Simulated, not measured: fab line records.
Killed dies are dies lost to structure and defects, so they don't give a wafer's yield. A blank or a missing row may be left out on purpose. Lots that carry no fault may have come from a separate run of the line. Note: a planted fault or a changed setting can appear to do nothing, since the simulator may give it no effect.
What tool caused it? + flow nand_harc + 13 lots with 37 wafers sampled at 4 steps, on a route of 1159 steps

WHAT THE GAUGES SHOWED, per wafer
NHARC_A_SGD_CUT_THK_MEAS_22: measures by ellipsometry.
| lot  | measured     | on            | thk_nm (nm)       |
|------|--------------|---------------|-------------------|
| L153 | day 14 11:27 | film_metro-01 | 149.2 146.0 148.9 |
| L152 | day 14 11:27 | film_metro-02 | 149.4 147.4 148.4 |
| L157 | day 14 17:37 | film_metro-01 | 147.1 148.6 150.7 |
| L155 | day 14 17:46 | film_metro-01 | 146.1 147.6 150.2 |
| L156 | day 14 22:52 | film_metro-02 | 148.5 147.5 150.1 |
| L159 | day 15 18:01 | film_metro-02 | 146.4 148.5 150.5 |
| L158 | day 16 05:07 | film_metro-01 | 146.9 130.9       |
| L162 | day 16 15:10 | film_metro-02 | 146.3 127.4 146.6 |
| L165 | day 17 08:44 | film_metro-02 | 130.7 130.0       |
| L168 | day 18 13:17 | film_metro-01 | 149.3 149.2 145.7 |
| L169 | day 18 13:17 | film_metro-02 | 147.1 148.5 147.3 |
| L172 | day 18 23:26 | film_metro-02 | 148.3 147.3 148.2 |
| L170 | day 19 04:44 | film_metro-01 | 148.6 145.4 145.2 |

NHARC_A_SGD_CUT_INSPECT_25.
| lot  | measured     | on                | raw_defect_count |
|------|--------------|-------------------|------------------|
| L153 | day 14 11:55 | defect_inspect-02 | 361 288 305      |
| L152 | day 14 11:57 | defect_inspect-01 | 490 396 315      |
| L157 | day 14 18:05 | defect_inspect-02 | 320 550 257      |
| L155 | day 14 18:18 | defect_inspect-02 | 317 442 433      |
| L156 | day 14 23:20 | defect_inspect-02 | 239 397 247      |
| L159 | day 15 18:29 | defect_inspect-02 | 605 772 665      |
| L158 | day 16 05:35 | defect_inspect-02 | 214 256          |
| L162 | day 16 15:43 | defect_inspect-02 | 371 463 432      |
| L165 | day 17 09:13 | defect_inspect-02 | 362 333          |
| L168 | day 18 13:45 | defect_inspect-01 | 531 458 330      |
| L169 | day 18 13:49 | defect_inspect-01 | 370 480 336      |
| L172 | day 18 23:55 | defect_inspect-02 | 271 248 365      |
| L170 | day 19 05:11 | defect_inspect-01 | 414 461 459      |

TOOL THAT RAN EACH LOT (tool first, then ch and the chambers of the sampled wafers, then the start)
| lot  | NHARC_A_SGD_CUT_ETCH_16                       | NHARC_A_SGD_CUT_DEP_20       |
|------|-----------------------------------------------|------------------------------|
| L153 | rie_diel-10 ch 0,1,3, day 14 03:46 or earlier | fcvd-01 ch 0,1, day 14 03:46 |
| L152 | rie_diel-04 ch 0,1,2, day 14 03:55 or earlier | fcvd-02 ch 0,1, day 14 03:55 |
| L157 | rie_diel-11 ch 0,1, day 14 13:10 or earlier   | fcvd-02 ch 0,1, day 14 13:10 |
| L155 | rie_diel-04 ch 0,1, day 14 13:37 or earlier   | fcvd-01 ch 1, day 14 13:37   |
| L156 | rie_diel-04 ch 0,2,3, day 14 18:14 or earlier | fcvd-02 ch 0,1, day 14 18:14 |
| L159 | rie_diel-11 ch 0,2,3, day 15 13:10 or earlier | fcvd-01 ch 0,1, day 15 13:10 |
| L158 | rie_diel-11 ch 0,2, day 15 23:26 or earlier   | fcvd-02 ch 0, day 15 23:26   |
| L162 | rie_diel-10 ch 1,2,3, day 16 10:00 or earlier | fcvd-02 ch 0, day 16 10:00   |
| L165 | rie_diel-11 ch 0,3, day 17 05:34 or earlier   | fcvd-02 ch 0, day 17 05:34   |
| L168 | rie_diel-04 ch 1,2,3, day 18 08:43 or earlier | fcvd-01 ch 0,1, day 18 08:43 |
| L169 | rie_diel-10 ch 0,1,2, day 18 08:55 or earlier | fcvd-01 ch 0,1, day 18 08:55 |
| L172 | rie_diel-04 ch 0,1,2, day 18 17:26 or earlier | fcvd-01 ch 0,1, day 18 17:26 |
| L170 | rie_diel-11 ch 1,2, day 18 23:36 or earlier   | fcvd-01 ch 0,1, day 18 23:36 |
- NHARC_A_SGD_CUT_ETCH_16: etches the open film in C4F8/O2/Ar, target depth 310.5 nm, time 155.2 s.
- NHARC_A_SGD_CUT_DEP_20: deposits SiO2, target thk 150 nm.

AS READ BY THE TOOLS THEMSELVES (means over the sampled wafers that have a number; for cases with no such wafer, the mark the record gives instead)
NHARC_A_SGD_CUT_ETCH_16.
| lot  | tool        | oes_product_au (a.u.) | rf_vpp_V (V) |
|------|-------------|-----------------------|--------------|
| L153 | rie_diel-10 | 0.974                 | 719          |
| L152 | rie_diel-04 | 0.976                 | 722          |
| L157 | rie_diel-11 | 0.964                 | 725          |
| L155 | rie_diel-04 | 0.966                 | 725          |
| L156 | rie_diel-04 | 0.945                 | 718          |
| L159 | rie_diel-11 | 0.952                 | 724          |
| L158 | rie_diel-11 | 0.962                 | 727          |
| L162 | rie_diel-10 | 0.974                 | 721          |
| L165 | rie_diel-11 | 0.974                 | 724          |
| L168 | rie_diel-04 | 0.961                 | 722          |
| L169 | rie_diel-10 | 0.950                 | 722          |
| L172 | rie_diel-04 | 0.964                 | 722          |
| L170 | rie_diel-11 | 0.962                 | 722          |

NHARC_A_SGD_CUT_DEP_20.
| lot  | tool    | susceptor_temp_C (C) |
|------|---------|----------------------|
| L153 | fcvd-01 | 65.12                |
| L152 | fcvd-02 | 64.99                |
| L157 | fcvd-02 | 65.08                |
| L155 | fcvd-01 | 64.94                |
| L156 | fcvd-02 | -                    |
| L159 | fcvd-01 | 65.12                |
| L158 | fcvd-02 | 65.03                |
| L162 | fcvd-02 | 65.01                |
| L165 | fcvd-02 | 64.96                |
| L168 | fcvd-01 | 65.03                |
| L169 | fcvd-01 | 65.00                |
| L172 | fcvd-01 | 64.98                |
| L170 | fcvd-01 | -                    |

THE ANSWER, worked out from the rows above alone
Rule: usual is defined by the lots themselves. The widest of any qualifying gaps counts: lots, ordered by their means at a reading, are off when they make up no more than a third of the lots, leave a main group of 4 or more, and stand apart from it by 3 or more times the standard deviation of that group's means. If all means in a main group match to the digits the tables above print for the reading, that group is not used. Also off: a lot with no number at a reading for which 4 or more lots have one. All remaining lots with rows at the step are treated as sound. Order of review: gauges by route order, followed by the tools' own readings, for which a lot's mean as printed above is used. The first step at which some lot is off is used, and at that step the reading that is off furthest; a lot without a number counts as furthest.
Off: L158, L162, L165, at NHARC_A_SGD_CUT_THK_MEAS_22 (thk_nm). The main group has a mean of 148.0 nm with a standard deviation of 0.65.
If a tool, at a process step before that reading, ran all the lots that are off and no sound lot after the first of them, it fits. Gauges at NHARC_A_SGD_CUT_THK_MEAS_22: tried the same way as those tools. With no start given for some of its lots, NHARC_A_SGD_CUT_ETCH_16 uses the hours and lot order of NHARC_A_SGD_CUT_DEP_20. One fits: NHARC_A_SGD_CUT_DEP_20 on fcvd-02. Its last sound lot is L156 (day 14 18:14), its first lot that is off L158 (day 15 23:26): a fault that began between those two fits.

WHAT THE SIMULATOR PUT IN
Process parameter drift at NHARC_A_SGD_CUT_DEP_20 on fcvd-02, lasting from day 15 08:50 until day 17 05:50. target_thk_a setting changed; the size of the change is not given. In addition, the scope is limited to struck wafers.
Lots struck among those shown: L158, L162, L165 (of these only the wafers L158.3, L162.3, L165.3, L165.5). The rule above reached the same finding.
